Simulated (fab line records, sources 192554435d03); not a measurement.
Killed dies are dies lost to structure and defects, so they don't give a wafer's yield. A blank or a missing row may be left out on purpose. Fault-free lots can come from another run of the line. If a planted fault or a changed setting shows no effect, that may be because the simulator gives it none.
Split-lot experiment	flow n5 finfet	7 lots, 21 wafers read, on a route of 1938 steps

## THE SPLIT
At N5_BEOL_M2_DESCUM_16 (chemistry O2, time 7 s), the setting time s was moved away from the recipe's 7 s on 7 of the 21 wafers read, by -22.4% to +11.8%. The other wafers ran this setting at the recipe's value.

Reading taken at the split's own step.

## THE READING
CAR-EUV_of_BEOL_M2_COAT_05.thk nm (the simulator's own value, which no gauge read), in nm, at N5_BEOL_M2_DESCUM_16 (chemistry O2, time 7 s). No usual value for it is given in the file. Here, 14 wafers ran the recipe; their average is 26.1 nm with a standard deviation of 0.1 nm.

wafer	tool, chamber at the split	time s as run, s	against the recipe	CAR-EUV_of_BEOL_M2_COAT_05.thk nm, nm	against lot-mates on the recipe
L076.2	rie diel-04, 3	7	recipe	26	-
L076.5	rie diel-04, 2,3	7	recipe	26.2	-
L076.6	rie diel-04, 2,3	7	recipe	26.2	-
L077.1	rie diel-04, 1	7	recipe	26.2	-
L077.2	rie diel-04, 2,0	5.796	-17.2%	26.8	+0.6
L077.4	rie diel-04, 2,0	5.796	-17.2%	26.8	+0.6
L082.1	rie diel-06, 1	7	recipe	26	-
L082.4	rie diel-06, 2,3	7	recipe	26.2	-
L082.5	rie diel-06, 2,3	7	recipe	26.2	-
L083.2	rie diel-05, 3,2	7	recipe	26	-
L083.3	rie diel-05, 3,2	7	recipe	26	-
L083.5	rie diel-05, 2	6.539	-6.6%	26.2	+0.2
L090.1	rie diel-06, 3,2	7	recipe	26	-
L090.2	rie diel-06, 3,2	7	recipe	26	-
L090.5	rie diel-06, 0	7	recipe	26.2	-
L094.3	rie diel-04, 3,0	5.435	-22.4%	26.8	+0.8
L094.4	rie diel-04, 3,0	5.435	-22.4%	26.8	+0.8
L094.6	rie diel-04, 1	7	recipe	26	-
L096.1	rie diel-06, 1	7.824	+11.8%	25.8	-0.4
L096.5	rie diel-06, 1	7.824	+11.8%	25.8	-0.4
L096.2	rie diel-06, 0	7	recipe	26.2	-
Where a row lists several chambers, the file gives one row for several wafers and doesn't say which wafer went through which chamber.

FIT RESULTS
A straight line over all 21 wafers: CAR-EUV_of_BEOL_M2_COAT_05.thk nm changes by -0.0326 nm for each +1% of time s; r = -0.95; the points scatter about the line by 0.1 nm.
The same after taking each lot's own level away (the mean of its wafers on the recipe; 21 wafers): -0.0351 nm for each +1%; r = -0.98; scatter 0.066 nm.
According to that fit, moving time s by its largest amount changes the reading by 0.78 nm.
The span of the lots' own levels, 26.00 to 26.20 nm, comes to 2.0 times the standard deviation stated above.
Consequently the slope shifts little with the lot-to-lot level, the two slopes agreeing.
Check: +0.78 nm against its lot-mates is what the line predicts for one of the wafers moved furthest among these (-22.4%) when that wafer is left out of the fit. Against them it came out at +0.8 nm.

## OTHER SPLITS ON THESE WAFERS
Note: prior to the reading, these wafers also went through further splits. Each is held against what the fit with the lots' levels taken away leaves over:
other split on the same wafers	wafers away from the commonest value	r with CAR-EUV_of_BEOL_M2_COAT_05.thk nm (lot level and that fit taken away)
N5_BEOL_M0_CUTY_DESCUM_61 time s	9	+0.10
N5_BEOL_M0_ETCH_128 source w	6	-0.08
N5_BEOL_M1_COAT_73 spin rpm	8	-0.35

## THE FILE'S OWN FIT
CAR-EUV_of_BEOL_M2_COAT_05.thk nm changes by -0.035 nm for each +1% of time s, r = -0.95.
